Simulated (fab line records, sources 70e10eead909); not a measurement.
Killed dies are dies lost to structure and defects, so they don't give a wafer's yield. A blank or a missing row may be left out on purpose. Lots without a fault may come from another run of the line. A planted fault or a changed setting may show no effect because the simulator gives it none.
A struck lot beside a sound one | flow nand_harc | 17 steps out of a route of 1302
Sound: wafers L765.1, L765.4, L765.6. Struck: wafer L770.1. (L770.2, L770.5 of the same lot were not struck and are left out.) The cause comes at the end.
At each step with rows: each side's tool, then ch and its chambers, then its first start. Under that, the readings that differ: sound wafers | struck wafers | difference of the means | sigmas: that difference in standard deviations of wafers without a fault.
alike: readings whose means differ by less than 2 such deviations, and words and numbers that are the same on both sides. not compared: withheld readings, readings that some wafer has no value for, bounds like >300 that may hide the same value, and numbers for which the record gives no deviation and whose values overlap.
The two part at a step that has a row with sigmas, a row that says differs or no value, or rows on one side only. Numbers that don't overlap but have no deviation are shown without sigmas and don't part them. A reading that every wafer of one side lacks parts them only if that side has two wafers or more.

NHARC_A_SGD_CUT_CD_MEAS_09: target cd 100 nm.
  sound on cd_sem-03 ch 0, day 19 05:42; struck on cd_sem-03 ch 0, day 21 20:58
  reading    | sound            | struck | difference | sigmas
  cd_nm (nm) | 100.0 99.9 100.1 | 98.7   | -1.3       | -3
NHARC_A_SGD_CUT_OVL_MEAS_10:
  sound on overlay-02, day 19 05:47; struck on overlay-02, day 21 21:03
  alike: overlay_x_nm, overlay_y_nm
NHARC_A_SGD_CUT_INSPECT_11:
  sound on defect_inspect-01, day 19 05:50; struck on defect_inspect-01, day 21 21:05
  alike: raw_defect_count
then, 1 step without rows for these wafers: NHARC_A_SGD_CUT_DESCUM_14 (chemistry O2, time 3 s).
NHARC_A_SGD_CUT_ETCH_58: etches the open film in CF4, target depth 39 nm, time 65 s.
  sound on rie_diel-08 ch 0,1, day 19 05:59; struck on rie_diel-03 ch 3, day 21 21:14
  alike: drypump_motor_current_A, oes_product_au, rf_vpp_V, showerhead_plenum_p_Torr, throttle_valve_pct
  not compared: rf_hours_counter_h
NHARC_A_SGD_CUT_ETCH_59: etches the open film in N2/H2, target depth 260 nm, time 406.25 s.
  sound on rie_diel-08 ch 0,2,3; struck on rie_diel-03 ch 1
  reading               | sound             | struck | difference | sigmas
  oes_product_au (a.u.) | 1.004 0.972 0.991 | 1.009  | +0.020     | +2
  alike: drypump_motor_current_A, rf_vpp_V, showerhead_plenum_p_Torr, throttle_valve_pct
  not compared: rf_hours_counter_h
NHARC_A_SGD_CUT_ETCH_15: etches the open film in CH3F/O2, target depth 75 nm, time 64.3 s.
  sound on rie_diel-08 ch 0,1,2; struck on rie_diel-03 ch 0
  reading                         | sound             | struck | difference | sigmas
  rf_vpp_V (V)                    | 267.6 263.4 264.5 | 260.4  | -4.8       | -3
  showerhead_plenum_p_Torr (Torr) | 2.63 2.49 2.52    | 2.28   | -0.27      | -2
  alike: drypump_motor_current_A, oes_product_au, throttle_valve_pct
  not compared: rf_hours_counter_h
NHARC_A_SGD_CUT_ETCH_16: etches the open film in C4F8/O2/Ar, target depth 310.5 nm, time 155.2 s.
  sound on rie_diel-08 ch 0,3; struck on rie_diel-03 ch 1
  alike: oes_product_au, rf_vpp_V
  not compared: rf_hours_counter_h
then, 1 step without rows for these wafers: NHARC_A_SGD_CUT_STRIP_60 (strips in C4F8/O2/Ar).
NHARC_A_SGD_CUT_STRIP_17: strips in O2.
  sound on rie_diel-08 ch 1,3; struck on rie_diel-03 ch 0
  alike: drypump_motor_current_A, oes_product_au, rf_vpp_V, showerhead_plenum_p_Torr, throttle_valve_pct
  not compared: rf_hours_counter_h
then, 2 steps without rows for these wafers: NHARC_A_SGD_CUT_PRECLEAN_18 (cleans in SC1); NHARC_A_SGD_CUT_SRD_19.
NHARC_A_SGD_CUT_DEP_20: deposits SiO2, target thk 150 nm.
  sound on fcvd-02 ch 1, day 19 07:00; struck on fcvd-01 ch 0, day 21 22:16
  not compared: susceptor_temp_C
then, 1 step without rows for these wafers: NHARC_A_SGD_CUT_ANNEAL_27 (time 1800 s).
NHARC_A_SGD_CUT_CMP_21: polishes, target thk 148.19 nm.
  sound on cmp-01 ch 0,1, day 19 13:58; struck on cmp-03 ch 2, day 22 03:02
  reading                | sound          | struck | difference | sigmas
  time_to_endpoint_s (s) | 46.4 44.6 46.9 | 57.2   | +11.2      | +5
  alike: motor_current_A
NHARC_A_SGD_CUT_THK_MEAS_22: measures by ellipsometry.
  sound on film_metro-01, day 19 14:13; struck on film_metro-01, day 22 03:16
  alike: thk_nm
-- the record jumps here: 5 days lie between the struck wafers' starts before and after (it left off in module A_SGD_CUT and takes up again in module END, whose first step shown is number 1302 of the route) --
NHARC_END_SORT_01:
  the record has rows for the struck wafers here (prober-02 ch 0, day 26 21:06) and none for the sound ones

WHERE THEY PART
First at NHARC_A_SGD_CUT_CD_MEAS_09; last, within this record, at NHARC_END_SORT_01.

WHY: what the simulator had put in
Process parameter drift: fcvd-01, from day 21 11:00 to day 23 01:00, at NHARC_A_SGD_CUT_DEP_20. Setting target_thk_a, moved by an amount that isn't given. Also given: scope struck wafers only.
